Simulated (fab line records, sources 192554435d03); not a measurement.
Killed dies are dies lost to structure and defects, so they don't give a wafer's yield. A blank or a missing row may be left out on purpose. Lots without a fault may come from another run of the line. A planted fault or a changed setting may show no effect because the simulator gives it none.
fab line records | flow n5_finfet
record lots=7 wafers=21 last_day=17
route steps=1938 shown ZERO_LAYER@5 BEOL_M4@1111 PASSIVATION@1936
lots that met no fault: from a run of the same line without faults
start_h: hours from the record's first day to the start of the lot's first wafer shown | wait_h: hours since the lot's step before | " the same as in the row above | L1.1+2: a row that stands for several wafers | - no value, or no start given | * or withheld: withheld | < > ~ a bound
route shown NAME@n: a module of which the file shows steps, and the number in the route of the first | usual: mean/standard deviation of fault-free wafers | same: alike in all rows | chamber/n: place in a boat | sites: the reading at each site | _std_site: their standard deviation | _edge_site: outer sites' mean less inner sites' | radius_mm: how far each site lies from the wafer's centre | mask NAME#n: copy n | behind: the tool/chamber that last shaped the wafer | hold: why the lot was held/for how many hours/how that ended | device: the transistor (n, p or np) that didn't switch | end of line: the same wafers' tests at the end of the route | a step without rows: its recipe alone | killed: dies lost to structure and defects at the first sort, not the wafer's yield | map: a wafer's dies, x killed, . not, _ none there
set.NAME: the setting as run; set.NAME@STEP: as run at that earlier step | model.NAME: the simulator's own value behind a step, which no gauge read
lots at some steps of the route; a table a step, a row a wafer
services: from which hour (start_h, from the record's first day; less than 0 if before it) a tool's chamber was out of use, for how many hours, and why
## steps
# step N5_ZERO_LAYER_HMDS_04
# recipe time_s=60 temp_c=120
# step N5_ZERO_LAYER_COAT_05
# recipe spin_rpm=1500 resist_thk_nm=1000
# step N5_ZERO_LAYER_EBR_07
# recipe solvent=PGMEA ebr_width_mm=1.5
# step N5_ZERO_LAYER_SOFTBAKE_06
# recipe temp_c=100 time_s=90
# step N5_ZERO_LAYER_EXPOSE_08
# recipe mask_id=ZERO na=0.55 source_shape=conventional sigma_outer=0.8 polarization=unpolarized defocus_nm=0 target_cd_nm=2000 dose_mj=16.2
# step N5_ZERO_LAYER_PEB_09
# recipe peb_temp_c=withheld peb_time_s=*
# step N5_ZERO_LAYER_DEVELOP_10
# recipe develop_time_s=60 rinse_liquid=diw dry=air_spin dev_temp_c=21
# step N5_ZERO_LAYER_HARDBAKE_23
# recipe temp_c=130 time_s=120
# step N5_ZERO_LAYER_CD_MEAS_11
# recipe target_cd_nm=2000 landing_energy_ev=500 detector=se_inlens
# usual cd_nm=1999.8/1.2
# columns lot.wafer tool chamber start_h wait_h cd_nm
L555.1 cd_sem-01 0 18.77 - 1999.6
L555.4 " 0 " " 2000.9
L555.6 " 0 " " 1999.8
L565.1 cd_sem-01 0 78.77 - 2001.2
L565.2 " 0 " " 2002.7
L565.6 " 0 " " 1997.9
L566.3 cd_sem-01 0 84.65 - 1998.0
L566.4 " 0 " " 2000.8
L566.6 " 0 " " 2001.4
L567.4 cd_sem-02 0 90.65 - 2000.1
L567.5 " 0 " " 1998.6
L567.6 " 0 " " 1998.8
L568.3 cd_sem-03 0 96.79 - 2001.4
L568.4 " 0 " " 1999.8
L568.5 " 0 " " 2001.6
L573.1 cd_sem-02 0 126.66 - 1998.3
L573.5 " 0 " " 1999.4
L573.6 " 0 " " 1999.6
L576.3 cd_sem-02 0 144.79 - 1998.5
L576.4 " 0 " " 2000.0
L576.6 " 0 " " 1998.3
# step N5_ZERO_LAYER_DESCUM_16
# recipe chemistry=O2 time_s=7.9 source_power_w=50 bias_power_w=20 pressure_mtorr=20 rf_frequency_hz=2.712e+07 temp_c=40 o2_flow_sccm=225
# usual drypump_motor_current_A=5.9/0.35 oes_product_au=0.78/0.08 rf_vpp_V=242.7/1.4 showerhead_plenum_p_Torr=2.07/0.075 throttle_valve_pct=20.47/0.23
# columns lot.wafer tool chamber start_h wait_h drypump_motor_current_A oes_product_au rf_hours_counter_h rf_vpp_V showerhead_plenum_p_Torr throttle_valve_pct
L555.1 rie_diel-06 0 18.95 0.2 5.8 0.86 62 243.6 2.05 20.07
L555.4 " 1 " " 6.3 0.70 - 240.9 1.99 20.63
L555.6 " 2 " " 5.9 0.73 - 242.6 2.08 20.62
L565.1 rie_diel-05 3 79.26 0.5 5.2 0.74 165 239.7 2.00 20.61
L565.2 " 0 " " 5.9 0.90 24 243.3 2.05 20.10
L565.6 " 0 " " 5.9 0.90 - 243.3 2.05 20.10
L566.3 rie_diel-05 3 84.68 0.0 5.2 0.74 166 240.2 2.00 20.59
L566.4 " 1 " " 6.1 0.77 149 244.4 2.18 20.57
L566.6 " 3 " " 5.2 0.75 - 240.5 2.00 20.60
L567.4 rie_diel-01 2 90.68 0.0 6.1 0.81 102 243.1 2.11 20.65
L567.5 " 2 " " 6.1 0.82 - 243.3 2.11 20.65
L567.6 " 3 " " 5.5 0.74 - 242.1 1.99 20.39
L568.3 rie_diel-06 1 96.92 0.1 6.3 0.98 2 244.9 2.24 20.28
L568.4 " 0 " " 5.8 0.82 93 242.7 2.03 20.13
L568.5 " 1 " " 6.4 0.98 - 246.1 2.24 20.28
L573.1 rie_diel-05 1 126.70 0.0 6.1 0.76 159 244.2 2.18 20.61
L573.5 " 1 " " 6.1 0.75 - 244.4 2.18 20.60
L573.6 " 0 " " 5.9 0.87 - 242.6 2.04 20.11
L576.3 rie_diel-05 0 144.83 0.0 5.9 0.87 43 243.2 2.04 20.14
L576.4 " 3 " " 5.2 0.74 183 241.6 2.00 20.64
L576.6 " 1 " " 6.1 0.75 - 244.6 2.17 20.60
# step N5_ZERO_LAYER_ETCH_17
# recipe chemistry=CF4 target=SiO2 target_depth_a=120 time_s=13.3 ion_energy_ev=350 pressure_mtorr=40 source_w=450 bias_w=215 Ar_flow_sccm=100 cf4_flow_sccm=100
# usual drypump_motor_current_A=5.9/0.35 oes_product_au=0.78/0.081 rf_vpp_V=947/4.6 showerhead_plenum_p_Torr=2.12/0.072 throttle_valve_pct=15.71/0.25
# columns lot.wafer tool chamber start_h wait_h drypump_motor_current_A oes_product_au rf_hours_counter_h rf_vpp_V showerhead_plenum_p_Torr throttle_valve_pct
L555.1 rie_diel-06 0 18.98 0.0 5.8 0.86 62 947 2.09 15.27
L555.4 " 1 " " 6.3 0.70 - 941 2.03 15.86
L555.6 " 2 " " 5.9 0.73 - 948 2.13 15.88
L565.1 rie_diel-05 3 79.29 0.0 5.2 0.75 165 944 2.05 15.84
L565.2 " 0 " " 5.9 0.90 24 947 2.11 15.36
L565.6 " 0 " " 5.9 0.89 - 946 2.11 15.35
L566.3 rie_diel-05 3 84.72 0.0 5.2 0.76 166 942 2.05 15.84
L566.4 " 1 " " 6.1 0.76 149 955 2.23 15.86
L566.6 " 3 " " 5.2 0.75 - 944 2.05 15.83
L567.4 rie_diel-01 2 90.71 0.0 6.1 0.81 102 950 2.17 15.90
L567.5 " 2 " " 6.1 0.81 - 950 2.17 15.89
L567.6 " 3 " " 5.4 0.75 - 943 2.05 15.73
L568.3 rie_diel-06 1 96.96 0.0 6.3 0.99 2 957 2.28 15.40
L568.4 " 0 " " 5.8 0.83 93 945 2.08 15.32
L568.5 " 1 " " 6.3 0.99 - 957 2.28 15.41
L573.1 rie_diel-05 1 126.73 0.0 6.1 0.76 159 954 2.23 15.88
L573.5 " 1 " " 6.1 0.74 - 954 2.23 15.86
L573.6 " 0 " " 5.9 0.86 - 944 2.10 15.39
L576.3 rie_diel-05 0 144.87 0.0 5.9 0.87 43 947 2.10 15.39
L576.4 " 3 " " 5.3 0.74 183 941 2.05 15.87
L576.6 " 1 " " 6.1 0.74 - 955 2.23 15.88
# step N5_ZERO_LAYER_ETCH_18
# recipe chemistry=HBr/Cl2 target=Si target_depth_a=1200 time_s=40 pressure_mtorr=10 icp_w=800 bias_w=75 HBr_flow_sccm=150 Cl2_flow_sccm=80
# usual drypump_motor_current_A=5.7/0.51 oes_product_au=0.994/0.019 throttle_valve_pct=36.39/0.22
# columns lot.wafer tool chamber start_h wait_h drypump_motor_current_A oes_product_au rf_hours_counter_h throttle_valve_pct
L555.1 rie_si-01 3 19.05 0.0 5.5 1.029 175 36.54
L555.4 " 1 " " 6.5 0.963 164 36.11
L555.6 " 3 " " 5.5 1.033 - 36.54
L565.1 rie_si-01 1 79.37 0.1 6.6 0.969 166 36.11
L565.2 " 0 " " 5.8 0.965 46 36.37
L565.6 " 0 " " 5.8 0.966 - 36.39
L566.3 rie_si-05 2 84.79 0.0 5.8 1.013 73 35.90
L566.4 " 0 " " 5.1 0.979 53 36.37
L566.6 " 0 " " 5.1 0.990 - 36.36
L567.4 rie_si-03 1 90.79 0.0 5.4 0.993 2 36.40
L567.5 " 3 " " 5.8 1.003 - 36.45
L567.6 " 0 " " 4.9 0.986 - 36.68
L568.3 rie_si-01 1 97.03 0.0 6.6 0.974 166 36.11
L568.4 " 0 " " 5.8 0.972 46 36.40
L568.5 " 0 " " 5.8 0.968 - 36.38
L573.1 rie_si-01 1 126.80 0.0 6.6 0.971 166 36.09
L573.5 " 0 " " 5.8 0.968 - 36.37
L573.6 " 1 " " 6.6 0.968 - 36.08
L576.3 rie_si-05 2 144.94 0.0 5.8 1.016 74 35.90
L576.4 " 3 " " 6.5 1.002 127 36.41
L576.6 " 1 " " 5.2 0.979 - 36.24
# step N5_ZERO_LAYER_STRIP_24
# recipe chemistry=O2 power_w=1000 temp_c=250 overash_fraction=0.3 pressure_mtorr=1000 o2_flow_sccm=6750
# usual chamber_pressure_mTorr=1000.0/0.94 drypump_motor_current_A=6.2/0.3 heater_power_w=325/19 oes_product_au=0.647/0.0045 strip_time_to_endpoint_s=43.89/0.097
# columns lot.wafer tool chamber start_h wait_h chamber_pressure_mTorr drypump_motor_current_A heater_power_w oes_product_au rf_hours_counter_h strip_time_to_endpoint_s model.coat_of_ZERO_LAYER_COAT_05.thk_nm
L555.1 plasma_asher-02 0 19.16 0.1 1000.6 5.9 328 0.645 75 43.90 0
L555.4 " 1 " " 1002.2 6.1 350 0.646 - 43.98 0
L555.6 " 1 " " 1002.3 6.1 348 0.655 - 44.04 0
L565.1 plasma_asher-01 0 79.48 0.1 1000.1 6.1 288 0.642 37 43.84 0
L565.2 " 1 " " 999.9 6.8 312 0.643 37 43.82 0
L565.6 " 1 " " 998.5 6.9 316 0.649 - 43.86 0
L566.3 plasma_asher-02 0 84.91 0.1 - - - - - - 930.9
L566.4 " 1 " " - - - - - - 929
L566.6 " 1 " " - - - - - - 928.2
L567.4 plasma_asher-01 1 90.91 0.1 - - - - - - 932.6
L567.5 " 1 " " - - - - - - 935.3
L567.6 " 0 " " - - - - - - 934.9
L568.3 plasma_asher-02 1 97.15 0.1 - - - - - - 927.6
L568.4 " 0 " " - - - - - - 925.2
L568.5 " 0 " " - - - - - - 927.8
L573.1 plasma_asher-01 0 126.91 0.1 1000.9 6.1 296 0.639 48 43.94 0
L573.5 " 0 " " 1000.8 6.1 303 0.647 - 44.05 0
L573.6 " 1 " " 998.9 6.8 306 0.639 - 44.02 0
L576.3 plasma_asher-02 0 145.06 0.1 999.9 5.9 332 0.656 - 43.86 0
L576.4 " 1 " " 999.5 6.1 342 0.651 - 43.81 0
L576.6 " 1 " " 999.9 6.1 344 0.652 - 43.78 0
# step N5_ZERO_LAYER_STRIP_19
# recipe chemistry=SPM time_s=900 temp_c=130 h2so4_h2o2_vol_ratio=4 dry=ipa_marangoni
# step N5_BEOL_M4_RC_MEAS_101
# usual DIBL_N=36.2/1.4 DIBL_P=36.1/1.5 IOFF_N=0.153/0.02 IOFF_P=0.215/0.03 ION_N=672/8.6 ION_P=463/6.8 SS_N=71.5/0.47 SS_P=73.3/0.57 VT_N=250.6/2.4 VT_P=-249/3.2
# columns lot.wafer tool chamber start_h wait_h DIBL_N[mV/V] DIBL_P[mV/V] IOFF_N[nA/um] IOFF_P[nA/um] ION_N[uA/um] ION_P[uA/um] SS_N[mV/dec] SS_P[mV/dec] VT_N[mV] VT_P[mV]
L555.1 prober-02 0 169.63 0.0 34.0 34.1 0.141 0.221 666 465 71.3 72.7 247.2 -245
L555.4 " 0 " " 34.4 34.3 0.143 0.223 689 482 70.9 73.0 248.3 -244
L555.6 " 0 " " 34.7 34.4 0.143 0.221 669 468 71.3 73.0 248.9 -248
L565.1 prober-02 0 236.03 0.0 36.7 35.7 0.159 0.210 681 461 71.1 74.1 249.6 -250
L565.2 " 0 " " 38.2 37.4 0.188 0.240 668 460 72.2 73.9 247.3 -249
L565.6 " 0 " " 38.2 37.3 0.187 0.231 669 459 71.9 74.4 245.8 -248
L566.3 prober-01 0 237.03 0.3 38.4 37.2 0.191 0.266 688 472 72.0 72.8 245.5 -243
L566.4 " 0 " " 37.2 36.4 0.169 0.250 670 472 72.1 72.8 246.3 -245
L566.6 " 0 " " 37.3 36.5 0.169 0.251 682 472 72.0 72.5 246.9 -245
L567.4 prober-02 0 244.86 0.5 36.4 36.2 0.140 0.184 677 460 70.6 73.4 251.7 -250
L567.5 " 0 " " 37.4 36.9 0.154 0.184 672 450 71.6 73.0 251.1 -252
L567.6 " 0 " " 36.2 36.8 0.147 0.192 674 462 71.9 73.4 254.1 -253
L568.3 prober-01 0 246.73 0.3 36.1 34.5 0.146 0.215 677 468 71.2 72.4 249.5 -248
L568.4 " 0 " " 37.5 35.7 0.163 0.234 676 458 71.9 73.2 251.7 -248
L568.5 " 0 " " 35.4 33.5 0.134 0.196 673 467 70.7 72.8 249.2 -248
L573.1 prober-02 0 271.08 0.0 36.6 35.4 0.146 0.209 657 456 71.4 73.0 252.2 -252
L573.5 " 0 " " 37.6 36.8 0.165 0.233 665 456 71.5 73.4 251.9 -250
L573.6 " 0 " " 36.2 34.8 0.144 0.204 665 459 71.3 73.7 248.6 -251
L576.3 prober-02 0 296.38 0.3 34.8 34.6 0.134 0.198 654 459 71.3 73.3 251.4 -253
L576.4 " 0 " " 34.8 34.2 0.133 0.192 668 460 70.8 73.5 252.2 -250
L576.6 " 0 " " 34.9 34.3 0.140 0.189 670 464 71.2 73.7 251.2 -252
# step N5_PASSIVATION_PROBE_49
# usual defect_limited_yield=91.3/1.3 killed_at_M0_to_M3=35/13 killed_at_M4_up=13/5.2 killed_at_contacts=12/6.2 killed_at_front_end=39/9.6 killed_at_other=3.1/2.6 killed_dies=102/16 killed_on_rim=13/3.8 killed_open=68/13 killed_short=33/6.9 sort_bin_5_function=5.1/0.87 sort_bin_6_memory=3.3/0.67 sort_n_pass=1078/16 sort_yield_pct=91.3/1.3
# same gross_dies=1180 killed_at_back_side=0 sort_bin_4_leakage[%]=0 sort_bin_8_speed[%]=0
# columns lot.wafer tool chamber start_h wait_h defect_limited_yield[%] killed_at_M0_to_M3 killed_at_M4_up killed_at_contacts killed_at_front_end killed_at_other killed_dies killed_on_rim killed_open killed_short sort_bin_5_function[%] sort_bin_6_memory[%] sort_n_pass sort_yield_pct[%]
L568.4 prober-02 - 348.13 0.2 91.5 42 14 8 33 3 100 13 65 34 5.6 2.8 1080 91.5
# killed by level:class
L568.4 BEOL_M0_SAQP:geometric_particle:open=11 FIN_SAQP:geometric_particle:short=9 FIN_SAQP:geometric_particle:open=8 BEOL_M0_SAQP:geometric_particle:short=7 BEOL_M2:geometric_particle:open=7 BEOL_M1:geometric_particle:open=6 BEOL_M3:geometric_particle:open=6 MOL_CONTACT_COAG:geometric_particle:open=4
## services
# columns tool chamber start_h hours kind
rie_diel-05 2 7.82 5.4 repair
rie_si-05 2 12.07 2.7 repair
rie_si-05 1 14.17 9.6 repair
rie_diel-05 - 28.99 15.6 pm
plasma_asher-02 - 37.31 2.1 repair
rie_si-03 3 59.19 2.3 repair
rie_si-03 1 59.50 2.0 repair
rie_si-03 1 62.74 6.8 repair
rie_diel-05 0 66.44 11.7 repair
rie_si-05 3 69.10 2.3 repair
plasma_asher-02 - 73.47 4.3 pm
rie_diel-06 1 73.53 - clean
rie_diel-06 1 73.53 - consumable_replace:focus_ring
rie_diel-06 1 73.53 - consumable_replace:showerhead
rie_diel-06 1 73.53 16.1 scheduled_down
rie_diel-06 1 73.53 16.1 vent_cycle
rie_diel-05 - 80.53 0.9 repair
rie_diel-05 - 86.91 1.6 repair
rie_diel-05 - 89.31 0.6 repair
rie_diel-01 2 95.96 3.7 repair
rie_diel-06 3 111.06 - clean
rie_diel-06 3 111.06 - consumable_replace:focus_ring
rie_diel-06 3 111.06 29.6 scheduled_down
rie_diel-06 3 111.06 29.6 vent_cycle
## key
first_sign step=N5_ZERO_LAYER_STRIP_24 reading=tool_record direction=missing
effect none on later readings
model_effect step=N5_ZERO_LAYER_STRIP_24 value=coat_of_ZERO_LAYER_COAT_05.thk_nm without=0 struck=930.2
met_at N5_ZERO_LAYER_STRIP_24
struck_wafers L566.3,L566.4,L566.6,L567.4,L567.5,L567.6,L568.3,L568.4,L568.5
onset_between 79.48 84.91
fault kind=skipped_step_whole tool=plasma_asher-01,plasma_asher-02 chamber=- onset_h=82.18 steps=N5_ZERO_LAYER_STRIP_24 scope=struck_lots_only
